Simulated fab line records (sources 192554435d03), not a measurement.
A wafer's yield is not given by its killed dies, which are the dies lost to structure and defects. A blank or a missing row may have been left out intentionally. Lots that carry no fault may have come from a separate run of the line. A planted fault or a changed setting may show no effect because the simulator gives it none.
Split-lot trial	flow n5Finfet	route with 1938 steps; 7 lots, 21 wafers read

== ABOUT THE SPLIT ==
At N5_BEOL_M9_ETCH_66 (etches SOC in N2/H2, target depth 80 nm, overetch 16 nm, time 120 s), the setting timeS was moved away from the recipe's 120 s on 8 of the 21 wafers read, by -9.9% to +20.1%. The other wafers ran this setting at the recipe's value.

The reading comes from the split's own step.

== THE READING ==
SiARC_of_BEOL_M9_COAT_64.thkNm (the simulator's own value, which no gauge read), in nm, at N5_BEOL_M9_ETCH_66 (etches SOC in N2/H2, target depth 80 nm, overetch 16 nm, time 120 s). The file gives no usual value for it. Here, 13 wafers ran the recipe; their average is 6.5 nm with a standard deviation of 0.2 nm.

wafer	tool, chamber at the split	timeS as run, s	against the recipe	SiARC_of_BEOL_M9_COAT_64.thkNm, nm	against lot-mates on the recipe
L074.2	rieDiel-06, 1	120	recipe	6.6	-
L074.5	rieDiel-06, 2	127.1	+5.9%	6.4	+0.0
L074.6	rieDiel-06, 3	120	recipe	6.2	-
L079.1	rieDiel-01, 0	120	recipe	6.6	-
L079.6	rieDiel-01, 0	120	recipe	6.6	-
L079.2	rieDiel-01, 2	120	recipe	6.4	-
L080.1	rieDiel-05, 3	141.2	+17.7%	5.6	-0.6
L080.4	rieDiel-05, 1	141.2	+17.7%	5.2	-1.0
L080.5	rieDiel-05, 1	120	recipe	6.2	-
L084.1	rieDiel-01, 2	108.1	-9.9%	6.8	+0.2
L084.3	rieDiel-01, 0	108.1	-9.9%	7.2	+0.6
L084.6	rieDiel-01, 0	120	recipe	6.6	-
L087.4	rieDiel-01, 3	136.1	+13.4%	5.6	-1.0
L087.5	rieDiel-01, 3	136.1	+13.4%	5.6	-1.0
L087.6	rieDiel-01, 0	120	recipe	6.6	-
L088.2	rieDiel-05, 0,2	120	recipe	6.2	-
L088.4	rieDiel-05, 0,2	120	recipe	6.2	-
L088.5	rieDiel-05, 3	120	recipe	6.6	-
L091.1	rieDiel-06, 3	144.1	+20.1%	5.2	-1.5
L091.2	rieDiel-06, 0	120	recipe	6.8	-
L091.4	rieDiel-06, 2	120	recipe	6.6	-
When a row names more than one chamber, that row covers several wafers, and the file does not tell which wafer ran in which chamber.

THE FIT
A straight line over all 21 wafers: SiARC_of_BEOL_M9_COAT_64.thkNm changes by -0.0604 nm for each +1% of timeS; r = -0.93; the points scatter about the line by 0.2 nm.
The same after taking each lot's own level away (the mean of its wafers on the recipe; 21 wafers): -0.0567 nm for each +1%; r = -0.91; scatter 0.21 nm.
On that fit, the largest move of timeS shifts the reading by 1.1 nm.
Measured against the standard deviation above, the lots' own levels, which go from 6.20 to 6.70 nm, span 2.5 times it.
Hence the lot-to-lot level has little effect on the slope; both slopes agree.
Check: -1.04 nm against its lot-mates is what the line predicts for one of the wafers moved furthest among these (+20.1%) when that wafer is left out of the fit. Against them it came out at -1.5 nm.

== OTHER SPLITS ON THESE WAFERS ==
Other splits were also applied to these wafers ahead of the reading. Each is held against what the fit with the lots' levels taken away leaves over:
other split on the same wafers	wafers away from the commonest value	r with SiARC_of_BEOL_M9_COAT_64.thkNm (lot level and that fit taken away)
N5_BEOL_M8_EXPOSE_08 doseMj	5	+0.00
N5_BEOL_M9_COAT_60 spinRpm	7	-0.30

== THE FILE'S OWN FIT ==
SiARC_of_BEOL_M9_COAT_64.thkNm changes by -0.0599 nm for each +1% of timeS, r = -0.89.
